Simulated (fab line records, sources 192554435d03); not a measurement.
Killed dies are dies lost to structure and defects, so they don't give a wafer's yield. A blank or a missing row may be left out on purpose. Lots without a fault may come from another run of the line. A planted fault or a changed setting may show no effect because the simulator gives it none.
Split-lot experiment | flow n5_finfet | 7 lots, 21 wafers read, on a route of 1938 steps

THE SPLIT
At N5_BEOL_M12_ETCH_38 (etches SiCN in CF4/N2, target depth 68.7 nm, time 73.4 s), the setting time_s was moved away from the recipe's 73.4 s on 11 of the 21 wafers read, by -22.0% to +18.8%. The other wafers ran this setting at the recipe's value.

The reading is taken at the split's own step.

THE READING
etch.depth_nm (the simulator's own value, which no gauge read), in nm, at N5_BEOL_M12_ETCH_38 (etches SiCN in CF4/N2, target depth 68.7 nm, time 73.4 s). The file gives no usual value for it. The 10 wafers here that ran the recipe average 57.78 nm, standard deviation 1.1 nm.

wafer  | tool, chamber at the split | time_s as run, s | against the recipe | etch.depth_nm, nm | against lot-mates on the recipe
L079.1 | rie_diel-02, 0             | 73.4             | recipe             | 57.57             | -
L079.3 | rie_diel-02, 1             | 73.4             | recipe             | 57.21             | -
L079.5 | rie_diel-02, 3             | 73.4             | recipe             | 59.01             | -
L082.2 | rie_diel-03, 0             | 87.23            | +18.8%             | 69                | no lot-mate on the recipe
L082.4 | rie_diel-03, 2             | 87.23            | +18.8%             | 69.14             | no lot-mate on the recipe
L082.5 | rie_diel-03, 0             | 87.23            | +18.8%             | 69.54             | no lot-mate on the recipe
L087.1 | rie_diel-02, 2             | 73.4             | recipe             | 57.89             | -
L087.3 | rie_diel-02, 3             | 73.4             | recipe             | 59.32             | -
L087.4 | rie_diel-02, 0             | 59.37            | -19.1%             | 46.02             | -12.59
L091.3 | rie_diel-05, 2             | 80.63            | +9.9%              | 64.7              | +5.97
L091.4 | rie_diel-05, 0             | 73.4             | recipe             | 58.35             | -
L091.5 | rie_diel-05, 2             | 73.4             | recipe             | 59.12             | -
L093.1 | rie_diel-05, 2             | 57.24            | -22.0%             | 46.61             | no lot-mate on the recipe
L093.2 | rie_diel-05, 0             | 57.24            | -22.0%             | 46.11             | no lot-mate on the recipe
L093.4 | rie_diel-05, 2             | 57.24            | -22.0%             | 46.39             | no lot-mate on the recipe
L094.1 | rie_diel-03, 0             | 73.4             | recipe             | 56.96             | -
L094.2 | rie_diel-03, 1             | 73.4             | recipe             | 55.96             | -
L094.6 | rie_diel-03, 1             | 73.4             | recipe             | 56.44             | -
L096.2 | rie_diel-02, 2             | 82.94            | +13.0%             | 64.88             | no lot-mate on the recipe
L096.4 | rie_diel-02, 3             | 82.94            | +13.0%             | 67.38             | no lot-mate on the recipe
L096.5 | rie_diel-02, 3             | 82.94            | +13.0%             | 67.35             | no lot-mate on the recipe

THE FIT
A straight line over all 21 wafers: etch.depth_nm changes by +0.581 nm for each +1% of time_s; r = +0.99; the points scatter about the line by 1.1 nm.
The same after taking each lot's own level away (the mean of its wafers on the recipe; 12 wafers): +0.646 nm for each +1%; r = +0.99; scatter 0.62 nm.
On that fit, the largest move of time_s shifts the reading by 14 nm.
The lots' own levels span 56.453 to 58.735 nm, that is 2.1 times the standard deviation above.
So the lot-to-lot level changes the slope: the two fits differ.
Check: with one of the wafers moved furthest among these (-19.1%) left out of the fit, the line predicts -11.6 nm for it against its lot-mates. It came out at -12.6 nm against them.

OTHER SPLITS ON THESE WAFERS
These wafers also went through other splits before the reading. Each is held against what the fit with the lots' levels taken away leaves over:
other split on the same wafers   | wafers away from the commonest value | r with etch.depth_nm (lot level and that fit taken away)
N5_BEOL_M9_COAT_60 spin_rpm      | 5                                    | -0.04
N5_BEOL_M9_ETCH_62 source_w      | 4                                    | -
N5_BEOL_M9_CMP_52 down_force_psi | 5                                    | -0.02
N5_BEOL_M10_PECVD_70 time_s      | 5                                    | +0.13
N5_BEOL_M11_PECVD_70 time_s      | 6                                    | -0.02
N5_BEOL_M11_COAT_59 spin_rpm     | 7                                    | -0.21

THE FILE'S OWN FIT
etch.depth_nm changes by +0.648 nm for each +1% of time_s, r = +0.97.
